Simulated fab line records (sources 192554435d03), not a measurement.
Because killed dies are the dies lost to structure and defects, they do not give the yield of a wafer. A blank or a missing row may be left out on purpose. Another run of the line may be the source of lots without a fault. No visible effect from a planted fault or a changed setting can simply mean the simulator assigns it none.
Chamber matching :: flow n5 finfet :: 4 sister chambers for N5_BEOL_M9_ETCH_65 on rie diel-01
The step etches SiARC in CF4, target depth 15.6 nm, time 26 s. 20 wafers are shown with their chamber, then 10 later ones without.

## WAFERS WITH THEIR CHAMBER
wafer: L076.3
chamber: 1
drypump motor current A (A): 4.9
showerhead plenum p Torr (Torr): 2.21
oes product au (a.u.): 0.59

wafer: L076.4
chamber: 2
drypump motor current A (A): 6.0
showerhead plenum p Torr (Torr): 2.07
oes product au (a.u.): 0.61

wafer: L076.6
chamber: 3
drypump motor current A (A): 5.9
showerhead plenum p Torr (Torr): 2.10
oes product au (a.u.): 0.83

wafer: L075.1
chamber: 2
drypump motor current A (A): 6.0
showerhead plenum p Torr (Torr): 2.06
oes product au (a.u.): 0.61

wafer: L075.2
chamber: 0
drypump motor current A (A): 6.7
showerhead plenum p Torr (Torr): 2.12
oes product au (a.u.): 0.63

wafer: L075.6
chamber: 0
drypump motor current A (A): 6.7
showerhead plenum p Torr (Torr): 2.12
oes product au (a.u.): 0.62

wafer: L083.2
chamber: 3
drypump motor current A (A): 5.9
showerhead plenum p Torr (Torr): 2.09
oes product au (a.u.): 0.81

wafer: L083.4
chamber: 1
drypump motor current A (A): 4.9
showerhead plenum p Torr (Torr): 2.21
oes product au (a.u.): 0.59

wafer: L083.5
chamber: 1
drypump motor current A (A): 4.9
showerhead plenum p Torr (Torr): 2.21
oes product au (a.u.): 0.58

wafer: L085.1
chamber: 1
drypump motor current A (A): 4.9
showerhead plenum p Torr (Torr): 2.21
oes product au (a.u.): 0.59

wafer: L085.4
chamber: 2
drypump motor current A (A): 6.0
showerhead plenum p Torr (Torr): 2.06
oes product au (a.u.): 0.60

wafer: L085.6
chamber: 1
drypump motor current A (A): 4.9
showerhead plenum p Torr (Torr): 2.21
oes product au (a.u.): 0.58

wafer: L084.2
chamber: 1
drypump motor current A (A): 4.9
showerhead plenum p Torr (Torr): 2.21
oes product au (a.u.): 0.58

wafer: L084.4
chamber: 2
drypump motor current A (A): 6.0
showerhead plenum p Torr (Torr): 2.06
oes product au (a.u.): 0.59

wafer: L084.5
chamber: 2
drypump motor current A (A): 6.0
showerhead plenum p Torr (Torr): 2.06
oes product au (a.u.): 0.60

wafer: L088.3
chamber: 0
drypump motor current A (A): 6.7
showerhead plenum p Torr (Torr): 2.12
oes product au (a.u.): 0.62

wafer: L088.5
chamber: 2
drypump motor current A (A): 6.0
showerhead plenum p Torr (Torr): 2.06
oes product au (a.u.): 0.59

wafer: L088.6
chamber: 1
drypump motor current A (A): 5.0
showerhead plenum p Torr (Torr): 2.20
oes product au (a.u.): 0.58

wafer: L090.2
chamber: 0
drypump motor current A (A): 6.7
showerhead plenum p Torr (Torr): 2.12
oes product au (a.u.): 0.61

wafer: L090.4
chamber: 1
drypump motor current A (A): 4.9
showerhead plenum p Torr (Torr): 2.20
oes product au (a.u.): 0.58

SIGNATURES (averages over the wafers above)
reading: drypump motor current A
chamber 0: 6.700
chamber 1: 4.913
chamber 2: 6.000
chamber 3: 5.900
scatter within a chamber: 0.0234

reading: showerhead plenum p Torr
chamber 0: 2.1200
chamber 1: 2.2075
chamber 2: 2.0617
chamber 3: 2.0950
scatter within a chamber: 0.00421

reading: oes product au
chamber 0: 0.6200
chamber 1: 0.5837
chamber 2: 0.6000
chamber 3: 0.8200
scatter within a chamber: 0.00786
Rule: a wafer lies at a distance from a chamber equal to the root of the sum of squares, over the readings, of (its reading less the chamber's mean, divided by the reading's scatter). If the next closest chamber is less than 2 further off than the closest, the wafer can't be placed; otherwise it belongs to the closest. How the scatter is found: for the shown wafers, subtract from each reading the mean of its chamber, square and add these, divide the total by (wafers less chambers), then take the root.

## WAFERS WHOSE CHAMBER IS MISSING
wafer: L090.6
drypump motor current A (A): 6.0
showerhead plenum p Torr (Torr): 2.06
oes product au (a.u.): 0.60

wafer: L093.1
drypump motor current A (A): 4.9
showerhead plenum p Torr (Torr): 2.20
oes product au (a.u.): 0.57

wafer: L093.2
drypump motor current A (A): 5.8
showerhead plenum p Torr (Torr): 2.09
oes product au (a.u.): 0.76

wafer: L093.4
drypump motor current A (A): 5.9
showerhead plenum p Torr (Torr): 2.09
oes product au (a.u.): 0.76

wafer: L094.3
drypump motor current A (A): 5.8
showerhead plenum p Torr (Torr): 2.09
oes product au (a.u.): 0.75

wafer: L094.5
drypump motor current A (A): 4.9
showerhead plenum p Torr (Torr): 2.20
oes product au (a.u.): 0.57

wafer: L094.6
drypump motor current A (A): 5.8
showerhead plenum p Torr (Torr): 2.09
oes product au (a.u.): 0.76

wafer: L096.1
drypump motor current A (A): 5.8
showerhead plenum p Torr (Torr): 2.08
oes product au (a.u.): 0.74

wafer: L096.3
drypump motor current A (A): 4.9
showerhead plenum p Torr (Torr): 2.20
oes product au (a.u.): 0.83

wafer: L096.4
drypump motor current A (A): 6.0
showerhead plenum p Torr (Torr): 2.05
oes product au (a.u.): 0.57

## CHAMBER TAKEN BY EACH
wafer: L090.6
from the rows above: 2
in truth: 2

wafer: L093.1
from the rows above: 1
in truth: 1

wafer: L093.2
from the rows above: 3
in truth: 3

wafer: L093.4
from the rows above: 3
in truth: 3

wafer: L094.3
from the rows above: 3
in truth: 3

wafer: L094.5
from the rows above: 1
in truth: 1

wafer: L094.6
from the rows above: 3
in truth: 3

wafer: L096.1
from the rows above: 3
in truth: 3

wafer: L096.3
from the rows above: 1
in truth: 1

wafer: L096.4
from the rows above: 2
in truth: 2
Correctly placed: 10 of 10. Can't be placed from these rows: 0. 0 placed wrongly.
